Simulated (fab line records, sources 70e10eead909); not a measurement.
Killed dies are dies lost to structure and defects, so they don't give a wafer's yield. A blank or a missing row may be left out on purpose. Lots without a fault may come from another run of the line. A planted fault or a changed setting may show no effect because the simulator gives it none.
Which tool did it? | flow nand_harc | 11 lots, 33 wafers sampled, at 5 steps of a route of 1302

WHAT THE GAUGES READ, wafer by wafer
NHARC_END_SORT_01.
lot  | measured     | on        | killed_at_other
L542 | day 25 09:48 | prober-01 | 0 0 0
L543 | day 25 23:14 | prober-02 | 3 2 2
L545 | day 26 19:26 | prober-02 | 1 0 1
L546 | day 27 08:23 | prober-02 | 0 0 0
L547 | day 27 13:50 | prober-01 | 0 0 1
L550 | day 28 17:55 | prober-02 | 5 2 0
L558 | day 32 21:12 | prober-01 | 80 57 72
L559 | day 32 22:49 | prober-02 | 73 58 81
L560 | day 33 14:22 | prober-02 | 0 0 1
L561 | day 34 02:25 | prober-01 | 0 1 0
L562 | day 34 11:21 | prober-02 | 0 0 0

WHICH TOOL RAN EACH LOT (tool, then ch and the chambers of the sampled wafers, then the start)
lot  | NHARC_THIN_TSV_ETCH_15           | NHARC_THIN_TSV_STRIP_45              | NHARC_THIN_TSV_DEGAS_49      | NHARC_THIN_TSV_DESCUM_35
L542 | rie_si-02 ch 1,2,3, day 24 18:59 | plasma_asher-02 ch 0,1, day 24 19:12 | pvd_sputter-01, day 24 20:55 | rie_diel-09 ch 0,2,3, day 25 00:14
L543 | rie_si-04 ch 0,2,3, day 25 05:58 | plasma_asher-02 ch 1, day 25 06:10   | pvd_sputter-02, day 25 07:59 | rie_diel-08 ch 0,1,3, day 25 11:16
L545 | rie_si-01 ch 0,1,3, day 26 06:19 | plasma_asher-01 ch 0,1, day 26 06:32 | pvd_sputter-01, day 26 08:15 | rie_diel-08 ch 0,2,3, day 26 11:32
L546 | rie_si-04 ch 0,1, day 26 16:12   | plasma_asher-02 ch 1, day 26 16:28   | pvd_sputter-03, day 26 18:17 | rie_diel-09 ch 0,1,2, day 26 21:27
L547 | rie_si-02 ch 0,2,3, day 26 22:44 | plasma_asher-02 ch 0,1, day 26 22:58 | pvd_sputter-02, day 27 00:41 | rie_diel-08 ch 0,1,2, day 27 04:08
L550 | rie_si-02 ch 0,2,3, day 28 01:43 | plasma_asher-01 ch 0,1, day 28 01:59 | pvd_sputter-02, day 28 03:40 | rie_diel-08 ch 0,1,2, day 28 06:59
L558 | rie_si-04 ch 0,2,3, day 32 03:21 | plasma_asher-02 ch 0,1, day 32 03:34 | pvd_sputter-02, day 32 05:17 | rie_diel-08 ch 0,2,3, day 32 08:46
L559 | rie_si-04 ch 0,2,3, day 32 04:42 | plasma_asher-02 ch 0,1, day 32 05:00 | pvd_sputter-03, day 32 06:39 | rie_diel-03 ch 1,2,3, day 32 10:02
L560 | rie_si-02 ch 0,1,3, day 32 21:43 | plasma_asher-01 ch 0,1, day 32 21:54 | pvd_sputter-03, day 32 23:38 | rie_diel-08 ch 0,1,2, day 33 02:57
L561 | rie_si-01 ch 0,1,2, day 33 07:20 | plasma_asher-01 ch 0,1, day 33 07:39 | pvd_sputter-02, day 33 09:49 | rie_diel-08 ch 2,3, day 33 12:58
L562 | rie_si-02 ch 0,1, day 33 20:10   | plasma_asher-01 ch 0,1, day 33 20:26 | pvd_sputter-01, day 33 22:07 | rie_diel-09 ch 0,2, day 34 01:19
- NHARC_THIN_TSV_ETCH_15: target depth 3000 nm, bosch target overetch cycles 2, bosch etch step 2.8 s.
- NHARC_THIN_TSV_STRIP_45: strips in O2.
- NHARC_THIN_TSV_DEGAS_49: time 120 s.
- NHARC_THIN_TSV_DESCUM_35: chemistry O2, time 3 s.

THE ANSWER, worked out from the rows above alone
Rule: what is usual is taken from the lots themselves. Put in order of their means at a reading, lots are off if they are a third of the lots or fewer, leave a main group of 4 or more, and stand apart from it by a gap of 3 or more times the standard deviation of the main group's means; of several such gaps the widest counts. A main group whose means are all the same, to the digits that the tables above print for the reading, isn't used. A lot without any number at a reading at which 4 lots or more have one is off too. The other lots that the step has rows for count as sound.
Off: L558, L559, at NHARC_END_SORT_01 (killed_at_other). The main group: mean 0.7, standard deviation 0.9.
A tool fits if, at a process step before that reading, it ran every lot that is off, and no sound lot after the first of them. The gauges at NHARC_END_SORT_01 are tried like those tools. Can't be told from this: 2 tools fit, rie_si-04 at NHARC_THIN_TSV_ETCH_15, plasma_asher-02 at NHARC_THIN_TSV_STRIP_45.

WHAT THE SIMULATOR HAD PUT IN
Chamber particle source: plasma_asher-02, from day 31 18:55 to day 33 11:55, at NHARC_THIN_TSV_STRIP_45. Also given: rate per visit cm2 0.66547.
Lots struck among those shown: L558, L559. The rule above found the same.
